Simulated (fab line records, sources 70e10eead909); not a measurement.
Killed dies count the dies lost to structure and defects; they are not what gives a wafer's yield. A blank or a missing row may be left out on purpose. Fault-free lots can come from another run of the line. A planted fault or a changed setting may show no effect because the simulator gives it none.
fab line records -- flow nandHarc
record: lots: 14, wafers: 42, lastDay: 24
route steps=1159 shown P_START@1 P_ZERO_WELL@17
lots that met no fault: taken from a fault-free run of the same line
startH: hours from the record's opening day to when the first of the lot's shown wafers began -- waitH: hours since the lot's step before -- " same as the row above -- L1.1+2: a row that stands for several wafers -- - value missing, or start not given -- * or withheld: withheld -- < > ~ a bound
route shown NAME@n: a module of which the file shows steps, and the number in the route of the first -- usual: mean and standard deviation over wafers with no fault -- same: alike in all rows -- chamber/n: place in a boat -- sites: the reading at each site -- _std_site: standard deviation across them -- _edge_site: inner sites' mean taken away from outer sites' mean -- radiusMm: how far each site lies from the wafer's centre -- mask NAME#n: copy n -- behind: the tool/chamber that last shaped the wafer -- hold: why the lot was held/for how many hours/how that ended -- device: the n, p or np transistor that did not switch -- end of line: the route-end tests of the same wafers -- a step with no rows: only its recipe -- killed: dies that structure and defects cost at the first sort, which is not the same as the wafer's yield -- map: per-die view of a wafer (x killed, . not killed, _ where there is no die)
set.NAME: the setting that was run; set.NAME@STEP: the one run at that earlier step -- model.NAME: the simulator's own value behind a step, which no gauge read
the route's steps for a sample of lots (tables are steps, rows are wafers)
services: a tool's chamber out of use, with start hour (startH, from the record's first day; less than 0 if before it), hours out, and reason
== steps ==
step: NHARC_P_START_INSPECT_01
usual: rawDefectCount: 3.7/2
lot.wafer,tool,chamber,startH,waitH,rawDefectCount
L779.1,defectInspect-01,-,18.04,-,4
L779.3,defectInspect-01,-,18.04,-,10
L779.6,defectInspect-01,-,18.04,-,6
L780.2,defectInspect-01,-,24.04,-,2
L780.5,defectInspect-01,-,24.04,-,3
L780.6,defectInspect-01,-,24.04,-,3
L781.2,defectInspect-01,-,30.04,-,4
L781.3,defectInspect-01,-,30.04,-,3
L781.4,defectInspect-01,-,30.04,-,2
L782.3,defectInspect-01,-,36.05,-,3
L782.4,defectInspect-01,-,36.05,-,6
L782.6,defectInspect-01,-,36.05,-,1
L784.2,defectInspect-01,-,48.04,-,2
L784.5,defectInspect-01,-,48.04,-,3
L784.6,defectInspect-01,-,48.04,-,3
L785.2,defectInspect-02,-,54.04,-,0
L785.3,defectInspect-02,-,54.04,-,3
L785.4,defectInspect-02,-,54.04,-,3
L786.1,defectInspect-02,-,60.03,-,2
L786.4,defectInspect-02,-,60.03,-,4
L786.6,defectInspect-02,-,60.03,-,4
L787.2,defectInspect-02,-,66.04,-,5
L787.4,defectInspect-02,-,66.04,-,1
L787.6,defectInspect-02,-,66.04,-,1
L794.1,defectInspect-01,-,108.03,-,4
L794.4,defectInspect-01,-,108.03,-,7
L794.5,defectInspect-01,-,108.03,-,2
L795.1,defectInspect-01,-,114.04,-,6
L795.3,defectInspect-01,-,114.04,-,4
L795.6,defectInspect-01,-,114.04,-,7
L797.1,defectInspect-01,-,126.04,-,3
L797.3,defectInspect-01,-,126.04,-,3
L797.6,defectInspect-01,-,126.04,-,3
L798.1,defectInspect-01,-,132.04,-,1
L798.2,defectInspect-01,-,132.04,-,1
L798.4,defectInspect-01,-,132.04,-,9
L799.1,defectInspect-02,-,138.04,-,4
L799.4,defectInspect-02,-,138.04,-,3
L799.5,defectInspect-02,-,138.04,-,3
L801.2,defectInspect-01,-,150.04,-,4
L801.3,defectInspect-01,-,150.04,-,3
L801.6,defectInspect-01,-,150.04,-,3
step: NHARC_P_ZERO_WELL_ETCH_65
recipe: targetDepthA: 800, overetchA: 240, timeS: 87.88, ionEnergyEv: 200, n2FlowSccm: 150, h2FlowSccm: 150, arFlowSccm: 0, rfW: 400, biasW: 150, chemistry: N2/H2
usual: drypumpMotorCurrentA: 5.6/0.46, oesProductAu: 1.000/0.01, rfVppV: 430.9/2.7, showerheadPlenumPTorr: 2.05/0.086, throttleValvePct: 14.172/0.0089
lot.wafer,tool,chamber,startH,waitH,drypumpMotorCurrentA,oesProductAu,rfHoursCounterH,rfVppV,showerheadPlenumPTorr,throttleValvePct
L779.3,rieDiel-01,2,19.38,0.1,5.6,1.014,4,425.4,1.91,14.177
L779.1,rieDiel-01,1,19.38,0.1,4.9,1.000,3,434.6,2.15,14.173
L779.6,rieDiel-01,3,19.38,0.1,6.3,1.013,-,434.0,2.17,14.147
L780.2,rieDiel-10,0,25.50,0.1,5.9,0.984,1,429.7,2.03,14.180
L780.5,rieDiel-10,1,25.50,0.1,5.3,0.997,-,433.6,2.10,14.177
L780.6,rieDiel-10,2,25.50,0.1,5.9,1.002,-,433.0,2.13,14.181
L781.4,rieDiel-01,0,31.48,0.1,6.1,1.011,4,428.7,1.96,14.161
L781.2,rieDiel-01,1,31.48,0.1,4.8,1.000,4,434.2,2.15,14.164
L781.3,rieDiel-01,3,31.48,0.1,6.3,0.996,2,434.4,2.17,14.170
L782.4,rieDiel-13,0,37.36,0.1,5.8,0.979,7,430.8,2.02,14.166
L782.3,rieDiel-13,1,37.36,0.1,5.7,1.000,8,433.6,2.15,14.184
L782.6,rieDiel-13,1,37.36,0.1,5.7,0.993,-,432.8,2.15,14.178
L784.2,rieDiel-13,1,49.50,0.1,5.7,1.004,8,433.8,2.15,14.177
L784.5,rieDiel-13,2,49.50,0.1,5.8,1.011,-,430.5,2.02,14.185
L784.6,rieDiel-13,3,49.50,0.1,4.7,1.003,-,431.7,2.09,14.159
L785.4,rieDiel-13,0,55.48,0.1,5.7,0.993,8,429.7,2.02,14.191
L785.3,rieDiel-13,2,55.48,0.1,5.8,1.013,8,430.7,2.02,14.168
L785.2,rieDiel-13,3,55.48,0.1,4.7,1.001,9,432.6,2.09,14.168
L786.4,rieDiel-10,1,62.09,0.1,5.4,1.004,3,433.8,2.10,14.176
L786.1,rieDiel-10,3,62.09,0.1,5.8,0.997,3,424.6,1.91,14.168
L786.6,rieDiel-10,0,62.09,0.1,5.9,0.989,-,430.3,2.02,14.171
L787.2,rieDiel-13,2,67.45,0.2,5.8,1.004,9,429.3,2.02,14.164
L787.4,rieDiel-13,1,67.45,0.2,5.7,1.002,-,433.9,2.14,14.179
L787.6,rieDiel-13,2,67.45,0.2,5.8,1.006,-,429.1,2.02,14.176
L794.1,rieDiel-01,2,109.49,0.1,5.5,1.004,10,426.6,1.90,14.172
L794.4,rieDiel-01,3,109.49,0.1,6.3,1.017,8,434.4,2.17,14.157
L794.5,rieDiel-01,2,109.49,0.1,5.6,1.009,-,426.5,1.91,14.179
L795.3,rieDiel-13,2,115.51,0.1,5.9,0.986,0,430.4,2.02,14.169
L795.1,rieDiel-13,0,115.51,0.1,5.8,0.969,1,429.7,2.02,14.179
L795.6,rieDiel-13,1,115.51,0.1,5.7,1.002,-,435.0,2.14,14.171
L797.1,rieDiel-13,2,127.40,0.1,5.8,1.000,1,429.1,2.02,14.165
L797.3,rieDiel-13,3,127.40,0.1,4.6,0.986,1,431.7,2.09,14.185
L797.6,rieDiel-13,2,127.40,0.1,5.8,1.010,-,430.3,2.02,14.174
L798.1,rieDiel-13,3,133.37,0.1,4.7,0.991,1,429.9,2.09,14.180
L798.4,rieDiel-13,0,133.37,0.1,5.8,0.984,1,429.9,2.02,14.175
L798.2,rieDiel-13,1,133.37,0.1,5.7,1.000,2,433.3,2.14,14.160
L799.4,rieDiel-10,3,139.36,0.1,5.8,1.006,9,426.9,1.91,14.161
L799.1,rieDiel-10,2,139.36,0.1,5.9,1.014,9,433.4,2.13,14.180
L799.5,rieDiel-10,3,139.36,0.1,5.9,1.012,-,426.0,1.91,14.172
L801.3,rieDiel-01,1,151.54,0.1,4.8,1.000,1,434.9,2.15,14.162
L801.2,rieDiel-01,3,151.54,0.1,6.3,0.992,1,433.7,2.17,14.167
L801.6,rieDiel-01,0,151.54,0.1,6.2,1.014,-,430.1,1.96,14.160
step: NHARC_P_ZERO_WELL_PEB_22
recipe: pebTempC: 118, pebTimeS: 85
usual: chillPlateTempC: 23.01/0.11, exhaustPa: 44.8/0.95, heaterPowerTotalW: 163.96/0.26
lot.wafer,tool,chamber,startH,waitH,chillPlateTempC,exhaustPa,heaterPowerTotalW
L779.1,lithoTrack-02,0,20.41,0.1,23.05,44.6,163.69
L779.3,lithoTrack-02,0,20.41,0.1,23.15,45.5,163.79
L779.6,lithoTrack-02,0,20.41,0.1,23.17,45.7,163.96
L780.2,lithoTrack-03,0,26.49,0.1,23.04,44.1,164.30
L780.5,lithoTrack-03,0,26.49,0.1,22.94,45.2,163.65
L780.6,lithoTrack-03,0,26.49,0.1,22.85,44.9,163.73
L781.2,lithoTrack-03,0,32.48,0.1,22.96,46.3,164.03
L781.3,lithoTrack-03,0,32.48,0.1,23.02,47.5,164.05
L781.4,lithoTrack-03,0,32.48,0.1,22.90,46.0,163.74
L782.3,lithoTrack-07,0,38.37,0.1,23.06,43.2,164.22
L782.4,lithoTrack-07,0,38.37,0.1,22.95,43.8,164.17
L782.6,lithoTrack-07,0,38.37,0.1,22.98,42.9,164.42
L784.2,lithoTrack-03,0,50.37,0.1,23.11,45.3,163.71
L784.5,lithoTrack-03,0,50.37,0.1,23.04,43.0,163.70
L784.6,lithoTrack-03,0,50.37,0.1,22.91,45.3,163.67
L785.2,lithoTrack-03,-,56.49,0.1,-,-,-
L785.3,lithoTrack-03,-,56.49,0.1,-,-,-
L785.4,lithoTrack-03,-,56.49,0.1,-,-,-
L786.1,lithoTrack-03,-,63.10,0.1,-,-,-
L786.4,lithoTrack-03,-,63.10,0.1,-,-,-
L786.6,lithoTrack-03,-,63.10,0.1,-,-,-
L787.2,lithoTrack-07,0,68.46,0.1,22.92,45.3,164.19
L787.4,lithoTrack-07,0,68.46,0.1,23.02,44.1,163.90
L787.6,lithoTrack-07,0,68.46,0.1,23.09,44.7,163.66
L794.1,lithoTrack-07,0,110.50,0.1,23.11,46.9,163.73
L794.4,lithoTrack-07,0,110.50,0.1,23.11,45.5,163.82
L794.5,lithoTrack-07,0,110.50,0.1,23.03,46.7,163.73
L795.1,lithoTrack-02,0,116.53,0.1,22.90,43.8,163.74
L795.3,lithoTrack-02,0,116.53,0.1,23.01,44.3,164.05
L795.6,lithoTrack-02,0,116.53,0.1,22.94,44.7,163.91
L797.1,lithoTrack-07,0,128.28,0.1,22.90,45.0,163.74
L797.3,lithoTrack-07,0,128.28,0.1,22.95,45.6,163.97
L797.6,lithoTrack-07,0,128.28,0.1,22.95,45.2,164.35
L798.1,lithoTrack-07,0,134.38,0.1,23.10,41.8,163.64
L798.2,lithoTrack-07,0,134.38,0.1,23.08,43.8,163.99
L798.4,lithoTrack-07,0,134.38,0.1,23.10,43.5,164.13
L799.1,lithoTrack-03,0,140.48,0.1,22.97,46.2,164.26
L799.4,lithoTrack-03,0,140.48,0.1,22.90,45.9,164.10
L799.5,lithoTrack-03,0,140.48,0.1,22.82,45.1,163.64
L801.2,lithoTrack-07,0,152.41,0.1,22.85,43.9,163.61
L801.3,lithoTrack-07,0,152.41,0.1,23.13,45.1,164.06
L801.6,lithoTrack-07,0,152.41,0.1,22.91,44.5,164.33
step: NHARC_P_ZERO_WELL_CD_MEAS_24
recipe: targetCdNm: 720, landingEnergyEv: 500
usual: cdNm: 719.9/2.3
lot.wafer,tool,chamber,startH,waitH,cdNm
L779.1,cdSem-03,0,20.50,-,721.3
L779.3,cdSem-03,0,20.50,-,721.7
L779.6,cdSem-03,0,20.50,-,721.3
L780.2,cdSem-02,0,26.58,-,721.2
L780.5,cdSem-02,0,26.58,-,718.9
L780.6,cdSem-02,0,26.58,-,721.6
L781.2,cdSem-02,0,32.58,-,721.6
L781.3,cdSem-02,0,32.58,-,722.9
L781.4,cdSem-02,0,32.58,-,720.9
L782.3,cdSem-02,0,38.47,-,719.8
L782.4,cdSem-02,0,38.47,-,720.8
L782.6,cdSem-02,0,38.47,-,717.3
L784.2,cdSem-01,0,50.46,-,722.4
L784.5,cdSem-01,0,50.46,-,718.6
L784.6,cdSem-01,0,50.46,-,721.3
L785.2,cdSem-01,0,56.58,-,-
L785.3,cdSem-01,0,56.58,-,-
L785.4,cdSem-01,0,56.58,-,-
L786.1,cdSem-01,0,63.19,-,-
L786.4,cdSem-01,0,63.19,-,-
L786.6,cdSem-01,0,63.19,-,-
L787.2,cdSem-01,0,68.55,-,722.7
L787.4,cdSem-01,0,68.55,-,720.3
L787.6,cdSem-01,0,68.55,-,715.7
L794.1,cdSem-01,0,110.59,-,717.6
L794.4,cdSem-01,0,110.59,-,716.2
L794.5,cdSem-01,0,110.59,-,717.7
L795.1,cdSem-02,0,116.62,-,721.0
L795.3,cdSem-02,0,116.62,-,720.0
L795.6,cdSem-02,0,116.62,-,719.5
L797.1,cdSem-01,0,128.37,-,719.7
L797.3,cdSem-01,0,128.37,-,716.5
L797.6,cdSem-01,0,128.37,-,716.2
L798.1,cdSem-01,0,134.47,-,718.1
L798.2,cdSem-01,0,134.47,-,716.6
L798.4,cdSem-01,0,134.47,-,718.1
L799.1,cdSem-03,0,140.58,-,721.3
L799.4,cdSem-03,0,140.58,-,718.9
L799.5,cdSem-03,0,140.58,-,721.5
L801.2,cdSem-02,0,152.51,-,721.8
L801.3,cdSem-02,0,152.51,-,722.0
L801.6,cdSem-02,0,152.51,-,717.9
== services ==
tool,chamber,startH,hours,kind
rieDiel-10,-,-0.50,9.0,pm
rieDiel-13,0,4.50,-,clean
rieDiel-13,1,4.50,-,clean
rieDiel-13,2,4.50,-,clean
rieDiel-13,3,4.50,-,clean
lithoTrack-07,-,14.00,7.0,pm
rieDiel-10,3,27.28,6.4,repair
rieDiel-13,0,29.00,-,clean
rieDiel-13,1,29.00,-,clean
rieDiel-13,2,29.00,-,clean
rieDiel-13,3,29.00,-,clean
rieDiel-10,1,32.53,7.7,repair
lithoTrack-03,-,38.00,7.0,pm
rieDiel-13,0,53.50,-,clean
rieDiel-13,1,53.50,-,clean
rieDiel-13,2,53.50,-,clean
rieDiel-13,3,61.38,9.4,repair
rieDiel-13,2,94.41,8.3,repair
rieDiel-13,3,97.22,4.7,repair
rieDiel-13,-,99.23,9.0,pm
rieDiel-01,3,110.92,4.1,repair
rieDiel-01,1,127.68,7.2,repair
rieDiel-01,-,137.80,9.0,pm
rieDiel-13,2,144.91,2.9,repair
== key ==
firstSign: step: NHARC_P_ZERO_WELL_PEB_22, reading: toolRecord, direction: missing
effect none on later readings
metAt NHARC_P_ZERO_WELL_PEB_22
struckLots L785,L786
laterRowsLeftOut L785.2,L785.3,L785.4,L786.1,L786.4,L786.6
sortLeftOut L785.2,L785.3,L785.4,L786.1,L786.4,L786.6
testerLeftOut L785,L786
notActingAt NHARC_P_START_INSPECT_01,NHARC_P_ZERO_WELL_ETCH_65,NHARC_P_ZERO_WELL_CD_MEAS_24
onsetBetween 50.37 56.49
fault: kind: skippedStepWhole, tool: lithoTrack-03, chamber: -, onsetH: 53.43, steps: NHARC_P_ZERO_WELL_PEB_22, scope: struckLotsOnly
testerLeftOut: of these lots the tester's yield and bins aren't shown, on N5 and GAA mostly nor the transistor test; their killed dies are dies lost to structure and defects alone, not to doping, threshold or leakage, so they don't give the yield
sortLeftOut: the simulated sort isn't trusted on such a fault, so these wafers' sort isn't shown, and their yield isn't known
laterRowsLeftOut: the simulator's readings of these wafers behind a module that went badly wrong aren't trusted and aren't shown, but for the sort
